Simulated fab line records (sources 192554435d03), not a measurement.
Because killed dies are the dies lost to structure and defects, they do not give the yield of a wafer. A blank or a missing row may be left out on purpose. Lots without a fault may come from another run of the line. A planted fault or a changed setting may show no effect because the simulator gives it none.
A struck lot beside a sound one + flow n5Finfet + 36 steps out of a route of 1938
Sound: wafers L291.1, L291.5, L291.6. Struck: wafer L297.6; the same lot's L297.5 was not struck, so it is left out; see the end for the cause.
Order at every step that has rows: each side's tool, ch and its chambers, its first start. Under that, the readings that differ: sound wafers + struck wafers + difference of the means + sigmas: that difference in standard deviations of wafers without a fault.
alike: readings with means less than 2 such deviations apart, plus words and numbers identical on both sides. not compared: withheld readings, readings lacking a value on some wafer, bounds such as >300 that could conceal the same value, and numbers that have no deviation in the record and whose values overlap.
Wherever a step has rows on one side only, a row that says differs or no value, or a row with sigmas, the two part there. When numbers do not overlap yet have no deviation, they are printed without sigmas and do not part them. A reading missing from all wafers of one side parts the sides only when that side holds two or more wafers.

first, 8 steps without rows for these wafers: N5_BEOL_M4_SPUTTER_96 (material Cu, target thk 4.5 nm, time 8.29 s); N5_BEOL_M4_ECD_50 (material Cu, target thk 300 nm); N5_BEOL_M4_ANNEAL_51 (time 90 s); N5_BEOL_M4_CMP_52 (polishes, stops on SiOC, t overpolish 6.8 s, target thk 40 nm); N5_BEOL_M4_PRE_CLEAN_60 (time 15 s); N5_BEOL_M4_CO_CAP_55 (material Co, precursor CCTBA/H2, target thk 2 nm, time 102.1 s); N5_BEOL_M4_PRE_CLEAN_56 (time 15 s); N5_BEOL_M4_DEP_57 (deposits SiCN from 3MS/NH3, target thk 8 nm, time 14 s).
N5_BEOL_M5_ILD_DEP_00: deposits SiCOH lowk from DEMS/porogen, target thk 140.64 nm, time 25.9 s.
  sound on pecvd-04 ch 0,1,2, day 9 16:47; struck on pecvd-04 ch 0, day 11 22:03
| reading                                           | sound             | struck | difference | sigmas |
|---------------------------------------------------|-------------------|--------|------------|--------|
| model.SiCOH_lowk_of_BEOL_M5_ILD_DEP_00.thkNm (nm) | 139.2 138.6 141.8 | 109.2  | -30.7      |        |
  alike: heaterPowerOuterW, heaterPowerW, showerheadPlenumPTorr, throttleValvePct
  not compared: susceptorTempC
then, 1 step without rows for these wafers: N5_BEOL_M5_CURE_79 (cures SiCOH lowk, time 240 s).
N5_BEOL_M5_THK_MEAS_01:
  sound: filmMetro-02 at day 9 17:21; struck: filmMetro-02 at day 11 22:36
| reading         | sound             | struck | difference | sigmas |
|-----------------|-------------------|--------|------------|--------|
| M5_ILD_THK (nm) | 119.7 119.2 122.0 | 93.9   | -26.4      | -16    |
then, 23 steps without rows for these wafers: N5_BEOL_M5_PECVD_70 (deposits SiO2 from TEOS/O2, target thk 16 nm, time 18 s); N5_BEOL_M5_HM_DEP_02 (deposits TiN, target thk 20 nm); N5_BEOL_M5_COAT_59 (time 60 s, resist thk 60 nm); N5_BEOL_M5_COAT_60 (time 60 s, resist thk 12 nm); N5_BEOL_M5_COAT_71 (time 60 s, resist thk 5 nm); N5_BEOL_M5_COAT_05 (resist thk 30 nm); N5_BEOL_M5_EBR_07; N5_BEOL_M5_SOFTBAKE_06 (time 60 s); N5_BEOL_M5_EXPOSE_08 (exposes mask M5, target cd 28 nm); N5_BEOL_M5_PEB_09 (peb time 60 s); N5_BEOL_M5_DEVELOP_10 (develop time 30 s); N5_BEOL_M5_DESCUM_16 (chemistry O2, time 7 s); N5_BEOL_M5_ETCH_72 (etches underlayer in N2/H2, target depth 6.5 nm, time 5.2 s); N5_BEOL_M5_ETCH_61 (etches SiARC in CF4, target depth 15.6 nm, time 26 s); N5_BEOL_M5_ETCH_62 (etches SOC in N2/H2, target depth 75 nm, overetch 15 nm, time 112.5 s); N5_BEOL_M5_STRIP_63 (strips in N2/H2); N5_BEOL_M5_STRIP_73 (strips in N2/H2); N5_BEOL_M5_STRIP_64 (strips in CF4); N5_BEOL_M5_HM_OPEN_17 (chemistry Cl2/BCl3, target TiN, target depth 20 nm, overetch 6 nm); N5_BEOL_M5_STRIP_19 (strips in O2); N5_BEOL_M5_COAT_65 (time 60 s, resist thk 60 nm); N5_BEOL_M5_COAT_66 (time 60 s, resist thk 12 nm); N5_BEOL_M5_COAT_74 (time 60 s, resist thk 5 nm).
N5_BEOL_M5_CMP_52: polishes, stops on SiCOH lowk, t overpolish 6.9 s, target thk 62 nm.
  sound on cmp-03 ch 0,1, day 10 07:52; struck on cmp-04 ch 0, day 12 09:22
| reading                                           | sound           | struck | difference | sigmas |
|---------------------------------------------------|-----------------|--------|------------|--------|
| model.SiCOH_lowk_of_BEOL_M5_ILD_DEP_00.thkNm (nm) | 116.6 116.2 119 | 90.8   | -26.5      |        |
  alike: motorCurrentA
following that, these wafers have no rows for 1 step: N5_PASSIVATION_PROBE_49.

## WHERE THEY PART
Only at N5_BEOL_M5_THK_MEAS_01, as far as this record shows. Later steps at which nothing parts them and some readings are alike: N5_BEOL_M5_CMP_52.

WHY: the cause the simulator had injected
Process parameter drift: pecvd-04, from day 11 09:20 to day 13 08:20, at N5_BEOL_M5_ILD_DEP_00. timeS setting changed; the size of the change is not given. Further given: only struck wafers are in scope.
